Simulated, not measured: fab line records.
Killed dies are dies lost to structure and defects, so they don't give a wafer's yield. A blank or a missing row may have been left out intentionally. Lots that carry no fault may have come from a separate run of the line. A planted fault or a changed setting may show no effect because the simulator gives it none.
Which of the tools did it? -- flow n5_finfet -- 72 wafers from 24 lots sampled at 6 of the route's 1938 steps

WHAT THE GAUGES READ, wafer by wafer
N5_BEOL_M7_CD_MEAS_11: the cd target is 38.5 nm. Usual: cd_nm 38.5 nm, standard deviation 0.39.
lot,measured,on,cd_nm (nm),flag
L074,day 9 04:46,cd_sem-02,37.9 38.9 38.6,
L076,day 9 16:31,cd_sem-02,38.8 38.4 38.3,
L075,day 10 12:04,cd_sem-01,38.8 38.5 38.7,
L078,day 10 14:47,cd_sem-01,38.3 38.6 38.0,
L077,day 10 21:58,cd_sem-01,38.2 38.4 38.6,
L083,day 11 14:14,cd_sem-02,38.9 37.9 38.9,
L079,day 11 17:01,cd_sem-01,38.3 38.6 39.0,
L081,day 11 20:01,cd_sem-02,38.1 38.2 37.8,
L080,day 12 00:58,cd_sem-03,38.0 38.8 38.3,
L082,day 12 11:17,cd_sem-03,38.5 38.5 38.4,
L084,day 12 11:59,cd_sem-01,39.0 39.3 39.1,
L087,day 12 12:01,cd_sem-01,38.4 38.8 38.8,
L085,day 13 01:04,cd_sem-03,38.2 38.4 39.0,
L086,day 13 06:46,cd_sem-02,38.1 38.1 37.8,
L090,day 13 11:26,cd_sem-03,39.1 39.3 38.9,
L088,day 13 12:08,cd_sem-02,39.5 39.1 38.7,
L089,day 13 20:26,cd_sem-03,38.2 38.6 38.4,
L091,day 14 10:27,cd_sem-02,38.7 38.2 38.6,
L092,day 14 13:43,cd_sem-03,38.8 38.2 38.6,
L093,day 14 15:53,cd_sem-01,38.4 38.5 38.3,
L096,day 14 19:25,cd_sem-02,39.1 39.0 38.7,
L094,day 14 19:55,cd_sem-03,38.6 38.4 38.6,
L095,day 15 00:26,cd_sem-01,38.8 39.0 38.7,
L097,day 15 19:08,cd_sem-01,38.4 38.4 38.6,

N5_BEOL_M7_CD_MEAS_35: the cd target is 40 nm. Usual: cd_nm 40.0 nm, standard deviation 0.47.
lot,measured,on,cd_nm (nm),flag
L074,day 9 07:19,cd_sem-02,39.7 40.2 40.2,
L076,day 9 19:38,cd_sem-02,41.1 39.4 40.1,
L075,day 10 14:45,cd_sem-02,39.9 40.6 40.4,
L078,day 10 17:25,cd_sem-02,39.2 39.8 39.3,
L077,day 11 03:53,cd_sem-02,40.1 39.8 39.4,
L083,day 11 16:28,cd_sem-02,40.3 39.5 40.3,
L079,day 11 19:29,cd_sem-02,39.8 40.2 40.8,
L081,day 12 00:53,cd_sem-02,39.4 40.1 39.5,
L080,day 12 06:04,cd_sem-03,39.3 39.6 39.9,
L082,day 12 15:38,cd_sem-02,39.8 39.5 39.7,
L084,day 12 15:25,cd_sem-02,40.4 40.4 40.3,
L087,day 12 16:02,cd_sem-02,40.3 39.7 40.3,
L085,day 13 02:52,cd_sem-02,39.9 39.9 40.0,
L086,day 13 08:54,cd_sem-02,40.0 39.6 38.6,
L090,day 13 14:43,cd_sem-01,40.9 40.5 40.2,
L088,day 13 15:06,cd_sem-03,40.3 40.3 40.0,
L089,day 13 22:49,cd_sem-02,39.6 40.1 39.7,
L091,day 14 13:20,cd_sem-01,39.8 39.5 39.9,
L092,day 14 15:35,cd_sem-02,40.1 39.9 40.1,
L093,day 14 19:35,cd_sem-03,39.9 40.2 40.7,
L096,day 14 22:20,cd_sem-02,40.8 40.4 41.0,
L094,day 14 22:46,cd_sem-01,40.4 39.7 40.4,
L095,day 15 02:32,cd_sem-02,40.6 40.8 40.3,
L097,day 15 22:34,cd_sem-01,39.9 39.9 40.1,

WHAT TOOL EACH LOT RAN ON (gives the tool, then ch and the chambers of the sampled wafers, and finally the start)
lot,N5_BEOL_M6_SPUTTER_48,N5_BEOL_M6_ANNEAL_51,N5_BEOL_M7_ETCH_72,N5_BEOL_M7_STRIP_80
L074,"pvd_sputter-03, day 9 02:12","rtp_anneal-02 ch 0, day 9 02:25","rie_diel-04 ch 0,3, day 9 06:46","rie_diel-04 ch 0,3, day 9 07:19 or earlier"
L076,"pvd_sputter-01, day 9 12:32","rtp_anneal-01 ch 0, day 9 12:55","rie_diel-04 ch 1,2, day 9 19:06","rie_diel-04 ch 1,2, day 9 19:38 or earlier"
L075,"pvd_sputter-02, day 10 08:29","rtp_anneal-01 ch 0, day 10 08:58","rie_diel-02 ch 0,1,3, day 10 14:12","rie_diel-02 ch 0,1,3, day 10 14:45 or earlier"
L078,"pvd_sputter-03, day 10 10:35","rtp_anneal-02 ch 0, day 10 10:51","rie_diel-05 ch 0,2,3, day 10 16:52","rie_diel-05 ch 0,2,3, day 10 17:25 or earlier"
L077,"pvd_sputter-02, day 10 19:09","rtp_anneal-01 ch 0, day 10 19:22","rie_diel-02 ch 2,3, day 11 03:20","rie_diel-02 ch 2,3, day 11 03:53 or earlier"
L083,"pvd_sputter-02, day 11 11:20","rtp_anneal-02 ch 0, day 11 11:32","rie_diel-05 ch 0,1,3, day 11 15:55","rie_diel-05 ch 0,1,3, day 11 16:28 or earlier"
L079,"pvd_sputter-01, day 11 12:09","rtp_anneal-01 ch 0, day 11 12:59","rie_diel-05 ch 1,3, day 11 18:56","rie_diel-05 ch 1,3, day 11 19:29 or earlier"
L081,"pvd_sputter-03, day 11 15:38","rtp_anneal-01 ch 0, day 11 15:52","rie_diel-05 ch 0,2,3, day 12 00:20","rie_diel-05 ch 0,2,3, day 12 00:53 or earlier"
L080,"pvd_sputter-02, day 11 19:16","rtp_anneal-02 ch 0, day 11 19:28","rie_diel-05 ch 2,3, day 12 05:31","rie_diel-05 ch 2,3, day 12 06:04 or earlier"
L082,"pvd_sputter-01, day 12 07:39","rtp_anneal-02 ch 0, day 12 07:58","rie_diel-04 ch 1,2,3, day 12 15:05","rie_diel-04 ch 1,2,3, day 12 15:38 or earlier"
L084,"pvd_sputter-01, day 12 07:44","rtp_anneal-02 ch 0, day 12 08:11","rie_diel-02 ch 2,3, day 12 14:51","rie_diel-02 ch 2,3, day 12 15:25 or earlier"
L087,"pvd_sputter-01, day 12 08:32","rtp_anneal-01 ch 0, day 12 08:50","rie_diel-04 ch 0,1,2, day 12 15:29","rie_diel-04 ch 0,1,2, day 12 16:02 or earlier"
L085,"pvd_sputter-01, day 12 21:02","rtp_anneal-02 ch 0, day 12 21:17","rie_diel-05 ch 0,1,3, day 13 02:19","rie_diel-05 ch 0,1,3, day 13 02:52 or earlier"
L086,"pvd_sputter-02, day 13 02:56","rtp_anneal-01 ch 0, day 13 03:56","rie_diel-05 ch 0,1, day 13 08:21","rie_diel-05 ch 0,1, day 13 08:54 or earlier"
L090,"pvd_sputter-01, day 13 07:23","rtp_anneal-02 ch 0, day 13 07:35","rie_diel-02 ch 1,3, day 13 14:09","rie_diel-02 ch 1,3, day 13 14:43 or earlier"
L088,"pvd_sputter-03, day 13 09:21","rtp_anneal-02 ch 0, day 13 09:34","rie_diel-05 ch 0,1,2, day 13 14:32","rie_diel-05 ch 0,1,2, day 13 15:06 or earlier"
L089,"pvd_sputter-02, day 13 16:23","rtp_anneal-02 ch 0, day 13 16:58","rie_diel-02 ch 1,2,3, day 13 22:16","rie_diel-02 ch 1,2,3, day 13 22:49 or earlier"
L091,"pvd_sputter-03, day 14 07:23","rtp_anneal-01 ch 0, day 14 07:35","rie_diel-05 ch 0,3, day 14 12:47","rie_diel-05 ch 0,3, day 14 13:20 or earlier"
L092,"pvd_sputter-03, day 14 09:50","rtp_anneal-01 ch 0, day 14 11:01","rie_diel-05 ch 1,3, day 14 15:02","rie_diel-05 ch 1,3, day 14 15:35 or earlier"
L093,"pvd_sputter-03, day 14 12:37","rtp_anneal-01 ch 0, day 14 12:50","rie_diel-05 ch 2,3, day 14 19:02","rie_diel-05 ch 2,3, day 14 19:35 or earlier"
L096,"pvd_sputter-03, day 14 14:46","rtp_anneal-01 ch 0, day 14 15:26","rie_diel-02 ch 1,2, day 14 21:47","rie_diel-02 ch 1,2, day 14 22:20 or earlier"
L094,"pvd_sputter-03, day 14 16:59","rtp_anneal-01 ch 0, day 14 17:50","rie_diel-05 ch 1,2,3, day 14 22:13","rie_diel-05 ch 1,2,3, day 14 22:46 or earlier"
L095,"pvd_sputter-01, day 14 22:12","rtp_anneal-01 ch 0, day 14 22:38","rie_diel-04 ch 1,2,3, day 15 01:58","rie_diel-04 ch 1,2,3, day 15 02:32 or earlier"
L097,"pvd_sputter-03, day 15 14:54","rtp_anneal-02 ch 0, day 15 15:16","rie_diel-05 ch 0,3, day 15 22:01","rie_diel-05 ch 0,3, day 15 22:34 or earlier"
- N5_BEOL_M6_SPUTTER_48: material Cu, target thk 10 nm, time 1.667 s.
- N5_BEOL_M6_ANNEAL_51: time 90 s.
- N5_BEOL_M7_ETCH_72: etches underlayer in N2/H2, target depth 6.5 nm, time 5.2 s.
- N5_BEOL_M7_STRIP_80: strips in N2/H2, time 10 s.

WHAT THE TOOLS THEMSELVES READ (means of the sampled wafers that have a number; where no wafer has one, the mark that the record gives instead)
N5_BEOL_M6_SPUTTER_48. Usual: chuck_sensor_temp_C -16.1 C, standard deviation 0.46; throttle_valve_pct 29.5 %, standard deviation 0.78.
lot,tool,chuck_sensor_temp_C (C),throttle_valve_pct (%),flag
L074,pvd_sputter-03,-15.7,29.9,
L076,pvd_sputter-01,-16.3,30.3,
L075,pvd_sputter-02,-16.2,29.4,
L078,pvd_sputter-03,-16.0,29.2,
L077,pvd_sputter-02,-16.2,28.6,
L083,pvd_sputter-02,-16.2,28.3,
L079,pvd_sputter-01,-16.3,29.6,
L081,pvd_sputter-03,-15.8,29.7,
L080,pvd_sputter-02,-16.4,28.7,
L082,pvd_sputter-01,-16.5,29.2,
L084,pvd_sputter-01,-16.4,29.5,
L087,pvd_sputter-01,-16.3,30.3,
L085,pvd_sputter-01,-16.4,29.4,
L086,pvd_sputter-02,-16.2,29.2,
L090,pvd_sputter-01,-16.3,30.3,
L088,pvd_sputter-03,-16.1,29.4,
L089,pvd_sputter-02,-16.3,29.3,
L091,pvd_sputter-03,-15.9,29.9,
L092,pvd_sputter-03,-15.7,29.8,
L093,pvd_sputter-03,-15.6,29.6,
L096,pvd_sputter-03,-15.6,29.3,
L094,pvd_sputter-03,-16.1,29.0,
L095,pvd_sputter-01,-16.4,30.1,
L097,pvd_sputter-03,-15.7,29.9,

N5_BEOL_M6_ANNEAL_51. Usual: anneal_temp_c 225.01 C, standard deviation 0.2; wafer_temp_C_max 226.06, standard deviation 0.28.
lot,tool,anneal_temp_c (C),wafer_temp_C_max,flag
L074,rtp_anneal-02,225.16,226.30,
L076,rtp_anneal-01,225.33,225.88,
L075,rtp_anneal-01,225.00,225.92,
L078,rtp_anneal-02,225.03,226.40,
L077,rtp_anneal-01,224.80,225.80,
L083,rtp_anneal-02,225.11,226.37,
L079,rtp_anneal-01,224.84,225.84,
L081,rtp_anneal-01,224.98,225.80,
L080,rtp_anneal-02,225.21,226.28,
L082,rtp_anneal-02,225.03,226.10,
L084,rtp_anneal-02,224.78,226.44,
L087,rtp_anneal-01,225.30,226.08,
L085,rtp_anneal-02,225.05,226.23,
L086,rtp_anneal-01,225.12,226.00,
L090,rtp_anneal-02,225.05,226.36,
L088,rtp_anneal-02,224.86,226.05,
L089,rtp_anneal-02,224.61,226.41,
L091,rtp_anneal-01,224.92,226.13,
L092,rtp_anneal-01,225.04,225.76,
L093,rtp_anneal-01,224.88,225.97,
L096,rtp_anneal-01,224.98,226.02,
L094,rtp_anneal-01,225.15,226.17,
L095,rtp_anneal-01,225.17,225.94,
L097,rtp_anneal-02,225.10,226.10,

N5_BEOL_M7_ETCH_72. Usual: value, then standard deviation, for each; drypump_motor_current_A 5.8 A / 0.51; etch_rf_on_time_s 5.20 s / 0.096; oes_product_au 0.64 a.u. / 0.08; rf_fwd_power_W 818.9 W / 2.5; rf_vpp_V 523.5 V / 2.3; showerhead_plenum_p_Torr 2.53 Torr / 0.071; throttle_valve_pct 17.97 % / 0.28.
lot,tool,drypump_motor_current_A (A),etch_rf_on_time_s (s),oes_product_au (a.u.),rf_fwd_power_W (W),rf_vpp_V (V),showerhead_plenum_p_Torr (Torr),throttle_valve_pct (%),flag
L074,rie_diel-04,5.8,5.20,0.59,818.8,521.6,2.43,18.08,
L076,rie_diel-04,5.9,5.12,0.65,820.2,525.3,2.57,17.97,
L075,rie_diel-02,5.6,5.15,0.67,819.6,524.0,2.58,18.01,
L078,rie_diel-05,5.5,5.26,0.66,818.2,523.9,2.51,17.97,
L077,rie_diel-02,5.1,5.15,0.62,820.5,524.2,2.53,17.98,
L083,rie_diel-05,5.9,5.27,0.59,821.2,523.2,2.51,18.17,
L079,rie_diel-05,6.0,5.26,0.60,819.0,522.3,2.51,18.26,
L081,rie_diel-05,5.5,5.27,0.65,820.0,523.1,2.51,18.00,
L080,rie_diel-05,5.5,5.20,0.72,816.6,523.0,2.50,17.84,
L082,rie_diel-04,5.9,5.13,0.69,820.9,525.6,2.58,17.93,
L084,rie_diel-02,5.3,5.15,0.62,818.7,523.1,2.54,17.84,
L087,rie_diel-04,6.1,5.20,0.62,819.4,522.8,2.52,17.99,
L085,rie_diel-05,5.9,5.25,0.58,818.2,522.7,2.50,18.19,
L086,rie_diel-05,6.3,5.19,0.58,818.9,523.6,2.50,18.10,
L090,rie_diel-02,5.2,5.16,0.65,815.5,523.8,2.58,17.95,
L088,rie_diel-05,5.9,5.16,0.64,820.2,522.7,2.50,17.93,
L089,rie_diel-02,5.4,5.12,0.66,817.6,525.5,2.59,17.81,
L091,rie_diel-05,5.5,5.33,0.57,819.7,523.8,2.50,18.26,
L092,rie_diel-05,6.3,5.22,0.58,817.1,523.9,2.50,18.23,
L093,rie_diel-05,5.5,5.26,0.69,818.0,521.7,2.49,17.85,
L096,rie_diel-02,5.8,5.16,0.69,817.7,525.8,2.65,17.63,
L094,rie_diel-05,5.9,5.29,0.63,818.4,522.9,2.50,18.05,
L095,rie_diel-04,5.9,5.13,0.67,818.2,524.3,2.58,17.99,
L097,rie_diel-05,5.5,5.24,0.74,819.9,521.2,2.50,17.90,

N5_BEOL_M7_STRIP_80. Usual: drypump_motor_current_A 5.8 A, standard deviation 0.51; oes_product_au 0.76 a.u., standard deviation 0.095; rf_vpp_V 59.1 V, standard deviation 0.8; showerhead_plenum_p_Torr 2.53 Torr, standard deviation 0.072; throttle_valve_pct 23.73 %, standard deviation 0.26.
lot,tool,drypump_motor_current_A (A),oes_product_au (a.u.),rf_vpp_V (V),showerhead_plenum_p_Torr (Torr),throttle_valve_pct (%),flag
L074,rie_diel-04,5.9,0.70,59.4,2.43,23.75,
L076,rie_diel-04,5.9,0.76,59.1,2.56,23.74,
L075,rie_diel-02,5.5,0.78,60.6,2.58,23.81,
L078,rie_diel-05,5.5,0.78,58.6,2.51,23.76,
L077,rie_diel-02,5.1,0.73,58.6,2.53,23.73,
L083,rie_diel-05,5.9,0.69,58.7,2.50,23.89,
L079,rie_diel-05,6.0,0.70,58.9,2.50,23.97,
L081,rie_diel-05,5.5,0.76,60.2,2.50,23.76,
L080,rie_diel-05,5.5,0.84,58.9,2.49,23.68,
L082,rie_diel-04,5.9,0.81,59.0,2.58,23.74,
L084,rie_diel-02,5.3,0.73,59.0,2.53,23.58,
L087,rie_diel-04,6.1,0.73,59.5,2.52,23.72,
L085,rie_diel-05,5.9,0.68,58.7,2.50,23.89,
L086,rie_diel-05,6.3,0.67,58.5,2.50,23.83,
L090,rie_diel-02,5.2,0.77,58.9,2.57,23.74,
L088,rie_diel-05,5.9,0.75,59.6,2.50,23.71,
L089,rie_diel-02,5.4,0.77,58.2,2.58,23.57,
L091,rie_diel-05,5.5,0.68,59.2,2.50,23.97,
L092,rie_diel-05,6.3,0.67,58.5,2.50,23.94,
L093,rie_diel-05,5.5,0.81,58.9,2.49,23.70,
L096,rie_diel-02,5.8,0.81,59.4,2.64,23.38,
L094,rie_diel-05,5.9,0.74,59.2,2.49,23.84,
L095,rie_diel-04,5.9,0.79,59.5,2.57,23.75,
L097,rie_diel-05,5.5,0.87,58.6,2.49,23.67,

THE ANSWER, worked out from the rows above alone
Rule: take the mean of a lot's wafers that have a number; if it is more than 3 standard deviations from the usual mean, the lot is off. A lot without any number at a reading at which 4 lots or more have one is off too. All remaining lots with rows at the step are treated as sound. First the gauges in route order, then the tools' own readings, where a lot's mean is used as printed above. The first step at which some lot is off is used, and at that step the reading that is off furthest; a lot without a number counts as furthest.
None of the lots is off at any reading shown; this tells nothing.

WHAT THE SIMULATOR HAD INSERTED
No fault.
